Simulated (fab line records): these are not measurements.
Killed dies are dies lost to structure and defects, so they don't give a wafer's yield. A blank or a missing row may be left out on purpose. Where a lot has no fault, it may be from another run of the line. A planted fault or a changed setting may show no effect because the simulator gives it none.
A struck lot beside a sound one :: flow n5Finfet :: 14 steps out of a route of 1938
Sound: the wafers L803.2, L803.3, L803.5. Struck: wafer L820.3; the same lot's L820.5 was not struck, so it is left out; see the end for the cause.
Each step with rows lists, per side, the tool, then ch with its chambers, then its first start. Under that, the readings that differ: sound wafers :: struck wafers :: difference of the means :: sigmas: that difference in standard deviations of wafers without a fault.
alike: a reading whose means differ by less than 2 such deviations, as well as words and numbers matching on both sides. not compared: withheld readings; readings where some wafer has no value; bounds like >300 that might hide an equal value; numbers whose values overlap and for which the record gives no deviation.
Wherever a step has rows on one side only, a row that says differs or no value, or a row with sigmas, the two part there. Numbers that have no deviation but don't overlap get no sigmas and don't part them. A reading that every wafer of one side lacks parts them only if that side has two wafers or more.

first, 8 steps without rows for these wafers: N5_FIN_SAQP_COAT_49 (time 60 s, resist thk 100 nm); N5_FIN_SAQP_COAT_50 (time 60 s, resist thk 35 nm); N5_FIN_SAQP_COAT_10 (resist thk 90 nm); N5_FIN_SAQP_EBR_12; N5_FIN_SAQP_SOFTBAKE_11 (time 60 s); N5_FIN_SAQP_EXPOSE_13 (exposes mask FIN CORE, target cd 35.6 nm); N5_FIN_SAQP_PEB_14 (peb time 60 s); N5_FIN_SAQP_DEVELOP_15 (develop time 30 s).
N5_FIN_SAQP_CD_MEAS_16: the cd target is 35.6 nm.
  sound on cdSem-03 ch 0, day 1 21:52; struck on cdSem-02 ch 0, day 6 03:40
  alike: cdNm
N5_FIN_SAQP_OVL_MEAS_17:
  sound on overlay-02 ch 0, day 1 21:55; struck on overlay-01 ch 0, day 6 03:41
reading: FIN_CORE_OVL (nm)
sound: -1.1 1.0 -0.5
struck: -1.9
difference: -1.7
sigmas: -2
N5_FIN_SAQP_INSPECT_18: inspects for defects (brightfield).
  sound: defectInspect-01 at day 1 21:56; struck: defectInspect-01 at day 6 03:43
  alike: rawDefectCount
N5_FIN_SAQP_DESCUM_21: chemistry O2, time 7.9 s.
  sound on rieDiel-01 ch 1,2,3, day 1 22:13; struck on rieDiel-01 ch 2, day 6 03:45
reading: oesProductAu (a.u.)
sound: 0.69 0.68 0.70
struck: 0.97
difference: +0.28
sigmas: +3

reading: rfVppV (V)
sound: 242.0 241.7 241.2
struck: 245.2
difference: +3.6
sigmas: +2

reading: showerheadPlenumPTorr (Torr)
sound: 1.97 2.07 1.98
struck: 2.24
difference: +0.23
sigmas: +3

reading: throttleValvePct (%)
sound: 20.65 20.79 20.58
struck: 20.27
difference: -0.40
sigmas: -2
  alike: drypumpMotorCurrentA
  not compared: rfHoursCounterH
N5_FIN_SAQP_ETCH_51: etches SiARC in CF4, target depth 45.5 nm, time 75.8 s.
  sound on rieDiel-01 ch 1,2,3, day 1 22:15; struck on rieDiel-01 ch 2, day 6 03:47
reading: etchRfOnTimeS (s)
sound: 76.6 77.0 78.7
struck: 51.4
difference: -26.0
sigmas: -22

reading: oesProductAu (a.u.)
sound: 0.59 0.58 0.59
struck: 1.03
difference: +0.44
sigmas: +5

reading: showerheadPlenumPTorr (Torr)
sound: 2.03 2.12 2.03
struck: 2.28
difference: +0.22
sigmas: +3

reading: throttleValvePct (%)
sound: 15.92 15.96 15.82
struck: 15.39
difference: -0.51
sigmas: -2
  alike: drypumpMotorCurrentA, mfcArSccm, rfVppV
  not compared: rfHoursCounterH
N5_FIN_SAQP_ETCH_52: etches SOC in N2/H2, target depth 100 nm, overetch 20 nm, time 150 s.
  sound on rieDiel-01 ch 1,2,3, day 1 22:18; struck on rieDiel-01 ch 2, day 6 03:50
reading: oesProductAu (a.u.)
sound: 0.62 0.62 0.63
struck: 0.85
difference: +0.23
sigmas: +3

reading: rfVppV (V)
sound: 521 522 520
struck: 530
difference: +9
sigmas: +3

reading: showerheadPlenumPTorr (Torr)
sound: 2.40 2.51 2.41
struck: 2.71
difference: +0.27
sigmas: +2

reading: throttleValvePct (%)
sound: 18.08 18.19 17.96
struck: 17.62
difference: -0.46
sigmas: -2
  alike: drypumpMotorCurrentA
  not compared: rfHoursCounterH

== WHERE THEY PART ==
Earliest at N5_FIN_SAQP_OVL_MEAS_17; latest, in this record, at N5_FIN_SAQP_ETCH_52.

WHY: the cause the simulator had injected
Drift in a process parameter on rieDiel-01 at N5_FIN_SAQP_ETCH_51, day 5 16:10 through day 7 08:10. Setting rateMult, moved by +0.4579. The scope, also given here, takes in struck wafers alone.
